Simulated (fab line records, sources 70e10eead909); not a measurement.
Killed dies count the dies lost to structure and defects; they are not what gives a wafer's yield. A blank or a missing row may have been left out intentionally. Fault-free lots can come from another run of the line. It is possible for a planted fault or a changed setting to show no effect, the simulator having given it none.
fab line records | flow nand_harc
record lots=6 | wafers=18 | last_day=24
route steps=1159 shown THIN_TSV@1139
lots untouched by any fault: they come from a run of this same line in which no faults occurred
start_h: the number of hours between the record's first day and the start of the first shown wafer of the lot | wait_h: how many hours have passed since the lot's step before this one | " same as the row above | L1.1+2: a single row standing in for several wafers | - value missing, or start not given | * or withheld: withheld | < > ~ a bound
route shown NAME@n: a module of which the file shows steps, and the number in the route of the first | usual: the fault-free wafers' mean and standard deviation | same: alike in all rows | chamber/n: place in a boat | sites: the reading at each site | _std_site: the standard deviation of these | _edge_site: the outer-site mean with the inner-site mean subtracted | radius_mm: how far each site lies from the wafer's centre | mask NAME#n: copy n | behind: tool/chamber where the wafer was last shaped | hold: why the lot was held/for how many hours/how that ended | device: the n, p or np transistor that did not switch | end of line: at the end of the route, the tests of the same wafers | where a step has no rows: the recipe by itself | killed: the dies lost at the first sort to structure and to defects; this is not the yield of the wafer | map: shows each die of a wafer: x if killed, . if not, _ if none is there
set.NAME: the run value of the setting; set.NAME@STEP: its run value at that earlier step | model.NAME: the simulator's own value behind a step, which no gauge read
lots seen at some steps along the route; tables by step, rows by wafer
services: a tool's chamber out of use, with start hour (start_h, from the record's first day; less than 0 if before it), hours out, and reason
## steps
# step NHARC_THIN_TSV_PVD_24
# recipe target_thk_a=8000 | power_w=withheld | chamber_pressure_pa=withheld | substrate_temp_c=withheld | time_s=withheld | gas=Ar | material=Al
# step NHARC_THIN_TSV_DEHYDRATE_25
# recipe temp_c=150 | time_s=120
# step NHARC_THIN_TSV_HMDS_26
# recipe time_s=30
# step NHARC_THIN_TSV_COAT_27
# recipe spin_rpm=*
# step NHARC_THIN_TSV_SOFTBAKE_28
# recipe temp_c=122 | time_s=95
# step NHARC_THIN_TSV_EBR_29
# step NHARC_THIN_TSV_EXPOSE_30
# recipe na=0.55 | dose_mj=11.47 | mask_id=PAD
# step NHARC_THIN_TSV_PEB_31
# recipe peb_temp_c=118 | peb_time_s=85
# step NHARC_THIN_TSV_DEVELOP_32
# recipe time_s=70
# step NHARC_THIN_TSV_CD_MEAS_33
# recipe target_cd_nm=5000 | landing_energy_ev=500
# usual cd_nm=5000.5/1.7
# same landing_energy_ev=500
lot.wafer | tool      | chamber | start_h | wait_h | cd_nm
L531.2    | cd_sem-01 | 0       | 486.94  | -      | 4999.5
L531.3    | "         | 0       | "       | "      | 5001.4
L531.6    | "         | 0       | "       | "      | 5001.7
L535.1    | cd_sem-02 | 0       | 502.42  | -      | 5002.2
L535.3    | "         | 0       | "       | "      | 5000.0
L535.4    | "         | 0       | "       | "      | 5000.3
L541.1    | cd_sem-02 | 0       | 542.71  | -      | 5002.4
L541.4    | "         | 0       | "       | "      | 5000.6
L541.5    | "         | 0       | "       | "      | 5000.2
L545.1    | cd_sem-03 | 0       | 546.73  | -      | 5002.3
L545.3    | "         | 0       | "       | "      | 5000.5
L545.6    | "         | 0       | "       | "      | 4997.9
L542.3    | cd_sem-03 | 0       | 551.05  | -      | 4999.3
L542.5    | "         | 0       | "       | "      | 5002.7
L542.6    | "         | 0       | "       | "      | 4999.4
L546.1    | cd_sem-01 | 0       | 564.26  | -      | 4997.7
L546.2    | "         | 0       | "       | "      | 4999.7
L546.6    | "         | 0       | "       | "      | 5000.2
# step NHARC_THIN_TSV_HARDBAKE_34
# recipe temp_c=125 | time_s=80
# step NHARC_THIN_TSV_DESCUM_35
# recipe time_s=3 | o2_flow_sccm=200 | ar_flow_sccm=0 | bias_power_w=0 | chemistry=O2
# usual drypump_motor_current_A=5.69/0.28 | oes_product_au=1.001/0.011 | rf_vpp_V=57.6/0.97 | showerhead_plenum_p_Torr=1.87/0.08 | throttle_valve_pct=11.310/0.0092
# same bias_power_w=0
lot.wafer | tool        | chamber | start_h | wait_h | drypump_motor_current_A | oes_product_au | rf_hours_counter_h | rf_vpp_V | showerhead_plenum_p_Torr | throttle_valve_pct
L531.2    | rie_diel-07 | 0       | 487.11  | -      | 5.61                    | 1.019          | 4                  | 57.0     | 1.81                     | 11.280
L531.3    | "           | 1       | "       | "      | 5.64                    | 0.992          | 5                  | 59.5     | 2.01                     | 11.302
L531.6    | "           | 0       | "       | "      | 5.64                    | 1.002          | -                  | 58.3     | 1.81                     | 11.315
L535.3    | rie_diel-07 | 2       | 502.58  | -      | 5.60                    | 0.998          | 5                  | 55.8     | 1.87                     | 11.318
L535.1    | "           | 0       | "       | "      | 5.63                    | 1.019          | 6                  | 56.2     | 1.81                     | 11.304
L535.4    | "           | 3       | "       | "      | 5.90                    | 1.009          | -                  | 57.8     | 1.80                     | 11.315
L541.4    | rie_diel-10 | 2       | 542.88  | -      | 6.34                    | 1.001          | 1                  | 58.5     | 1.99                     | 11.312
L541.1    | "           | 3       | "       | "      | 5.79                    | 1.006          | 1                  | 57.7     | 1.87                     | 11.307
L541.5    | "           | 1       | "       | "      | 5.69                    | 0.991          | -                  | 57.0     | 1.86                     | 11.318
L545.3    | rie_diel-02 | 3       | 546.91  | -      | 5.41                    | 1.006          | 3                  | 59.2     | 1.88                     | 11.292
L545.1    | "           | 0       | "       | "      | 4.99                    | 1.012          | 3                  | 58.2     | 1.81                     | 11.309
L545.6    | "           | 3       | "       | "      | 5.42                    | 1.004          | -                  | 56.9     | 1.88                     | 11.298
L542.3    | rie_diel-02 | 0       | 551.22  | -      | 4.98                    | 1.013          | 3                  | 57.3     | 1.81                     | 11.332
L542.5    | "           | 3       | "       | "      | 5.43                    | 1.009          | -                  | 58.6     | 1.88                     | 11.304
L542.6    | "           | 0       | "       | "      | 4.97                    | 1.003          | -                  | 57.3     | 1.82                     | 11.303
L546.2    | rie_diel-07 | 1       | 564.43  | -      | 5.66                    | 1.002          | 9                  | 59.5     | 2.01                     | 11.301
L546.1    | "           | 3       | "       | "      | 5.90                    | 0.987          | 8                  | 58.7     | 1.80                     | 11.306
L546.6    | "           | 1       | "       | "      | 5.65                    | 0.992          | -                  | 59.1     | 2.01                     | 11.299
# step NHARC_THIN_TSV_ETCH_59
# recipe target_depth_a=8800 | icp_w=900 | bias_w=100 | Cl2_flow_sccm=60 | bcl3_flow_sccm=30 | time_s=138.1 | chemistry=Cl2/BCl3
# usual drypump_motor_current_A=5.78/0.21 | oes_product_au=1.001/0.0081 | rf_fwd_power_W=895.6/2.7 | run_length_s=159.3/0.48 | throttle_valve_pct=22.264/0.0089
lot.wafer | tool         | chamber | start_h | wait_h | drypump_motor_current_A | oes_product_au | rf_fwd_power_W | rf_hours_counter_h | run_length_s | throttle_valve_pct
L531.2    | rie_metal-03 | 1       | 487.26  | 0.1    | 5.85                    | 1.018          | 899.3          | 0.5                | 158.5        | 22.260
L531.3    | "            | 1       | "       | "      | 5.83                    | 1.012          | 900.8          | -                  | 158.4        | 22.261
L531.6    | "            | 1       | "       | "      | 5.81                    | 1.007          | 899.2          | -                  | 158.6        | 22.267
L535.1    | rie_metal-02 | 1       | 502.73  | 0.1    | 5.90                    | 0.993          | 896.2          | 2.9                | 159.1        | 22.267
L535.4    | "            | 1       | "       | "      | 5.90                    | 0.995          | 900.1          | -                  | 159.0        | 22.276
L535.3    | "            | 0       | "       | "      | 5.70                    | 0.991          | 898.4          | -                  | 159.3        | 22.266
L541.1    | rie_metal-02 | 1       | 543.00  | 0.1    | 5.89                    | 0.980          | -              | 4.4                | 146.0        | 22.268
L541.4    | "            | 0       | "       | "      | 5.68                    | 0.986          | 894.4          | -                  | 159.4        | 22.260
L541.5    | "            | 1       | "       | "      | 5.90                    | 0.980          | -              | -                  | 146.0        | 22.271
L545.1    | rie_metal-01 | 0       | 547.02  | 0.1    | 5.56                    | 0.993          | 895.4          | 0.9                | 159.5        | 22.272
L545.3    | "            | 1       | "       | "      | 5.60                    | 1.012          | 896.5          | -                  | 160.0        | 22.245
L545.6    | "            | 1       | "       | "      | 5.61                    | 0.995          | 896.7          | -                  | 159.9        | 22.254
L542.3    | rie_metal-02 | 1       | 551.44  | 0.2    | 5.92                    | 0.995          | 894.3          | -                  | 159.0        | 22.279
L542.5    | "            | 0       | "       | "      | 5.69                    | 0.981          | -              | -                  | 145.6        | 22.267
L542.6    | "            | 1       | "       | "      | 5.91                    | 0.991          | 898.7          | -                  | 159.8        | 22.267
L546.1    | rie_metal-01 | 0       | 564.55  | 0.1    | 5.54                    | 0.992          | 893.2          | 1.4                | 159.8        | 22.255
L546.2    | "            | 1       | "       | "      | 5.59                    | 1.004          | 896.3          | 1.4                | 160.1        | 22.269
L546.6    | "            | 0       | "       | "      | 5.55                    | 1.004          | 893.2          | -                  | 159.5        | 22.272
# step NHARC_THIN_TSV_ETCH_36
# recipe target_depth_a=650 | over_etch_frac=0.3 | time_s=18.571 | ion_energy_ev=150 | chemistry=Cl2/BCl3
# usual drypump_motor_current_A=5.78/0.21 | oes_product_au=0.997/0.0074 | run_length_s=39.8/0.44
lot.wafer | tool         | chamber | start_h | wait_h | drypump_motor_current_A | oes_product_au | rf_hours_counter_h | run_length_s
L531.2    | rie_metal-03 | 1       | 487.49  | 0.2    | 5.82                    | 1.013          | 0.7                | 39.1
L531.3    | "            | 1       | "       | "      | 5.81                    | 0.996          | -                  | 39.2
L531.6    | "            | 0       | "       | "      | 6.22                    | 0.991          | -                  | 39.1
L535.1    | rie_metal-02 | 0       | 503.00  | 0.2    | 5.71                    | 0.984          | 3.0                | 39.7
L535.3    | "            | 1       | "       | "      | 5.92                    | 0.982          | -                  | 39.6
L535.4    | "            | 0       | "       | "      | 5.69                    | 0.988          | -                  | 40.0
L541.1    | rie_metal-02 | 1       | 543.26  | 0.2    | 5.90                    | 0.996          | 4.6                | 40.0
L541.4    | "            | 0       | "       | "      | 5.71                    | 0.994          | -                  | 40.3
L541.5    | "            | 0       | "       | "      | 5.68                    | 0.992          | -                  | 39.5
L545.1    | rie_metal-01 | 0       | 547.29  | 0.2    | 5.56                    | 0.997          | 1.1                | 39.8
L545.3    | "            | 1       | "       | "      | 5.60                    | 1.006          | -                  | 40.1
L545.6    | "            | 1       | "       | "      | 5.60                    | 1.009          | -                  | 40.3
L542.3    | rie_metal-02 | 0       | 551.60  | 0.1    | 5.70                    | 0.990          | -                  | 39.9
L542.6    | "            | 0       | "       | "      | 5.69                    | 0.997          | -                  | 40.2
L542.5    | "            | 1       | "       | "      | 5.92                    | 1.000          | -                  | 39.6
L546.1    | rie_metal-01 | 1       | 564.81  | 0.2    | 5.61                    | 1.005          | 1.6                | 40.1
L546.2    | "            | 0       | "       | "      | 5.55                    | 1.011          | 1.6                | 40.0
L546.6    | "            | 0       | "       | "      | 5.56                    | 0.996          | -                  | 40.1
## services
tool         | chamber | start_h | hours | kind
rie_diel-07  | 0       | 463.22  | -     | clean
rie_diel-07  | 1       | 463.22  | -     | clean
rie_diel-07  | 2       | 463.22  | -     | clean
rie_diel-07  | 3       | 463.22  | -     | clean
rie_metal-01 | 1       | 467.62  | 1.3   | repair
rie_diel-07  | -       | 474.03  | 0.3   | repair
rie_diel-07  | 0       | 487.72  | -     | clean
rie_diel-07  | 1       | 487.72  | -     | clean
rie_diel-07  | 2       | 487.72  | -     | clean
rie_diel-07  | 3       | 487.72  | -     | clean
rie_diel-07  | 1       | 496.21  | 7.8   | repair
rie_diel-10  | -       | 500.08  | 0.4   | repair
rie_diel-02  | -       | 504.71  | 9.0   | pm
rie_metal-01 | -       | 509.00  | 9.0   | pm
rie_metal-01 | 0       | 509.00  | 9.0   | vent_cycle
rie_metal-01 | 1       | 509.00  | 9.0   | vent_cycle
rie_diel-07  | 0       | 512.22  | -     | clean
rie_diel-07  | 1       | 512.22  | -     | clean
rie_diel-07  | 2       | 512.22  | -     | clean
rie_diel-07  | 3       | 512.22  | -     | clean
rie_metal-01 | 0       | 518.00  | -     | clean
rie_metal-01 | 1       | 518.00  | -     | clean
rie_diel-10  | -       | 530.59  | 9.0   | pm
rie_metal-03 | -       | 540.92  | 0.6   | repair
## key
first_sign step=NHARC_THIN_TSV_ETCH_59 | reading=run_length_s | direction=down | sigmas=28 | usual=* | struck=*
effect none on later readings
met_at NHARC_THIN_TSV_ETCH_59
struck_wafers L541.1,L541.5,L542.5
later_rows_left_out L541.1,L541.5,L542.5
sort_left_out L541.1,L541.5,L542.5
onset_between 502.73 543.00
fault kind=process_parameter_drift | tool=rie_metal-02 | chamber=- | onset_h=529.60 | steps=NHARC_THIN_TSV_ETCH_59 | channel=time_s | offset=* | shape=step | end_h=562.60 | scope=struck_wafers_only | acts_in=* | stated=*
# sort_left_out: the simulated sort isn't trusted on such a fault, so these wafers' sort isn't shown, and their yield isn't known
# later_rows_left_out: the simulator's readings of these wafers behind a module that went badly wrong aren't trusted and aren't shown, but for the sort
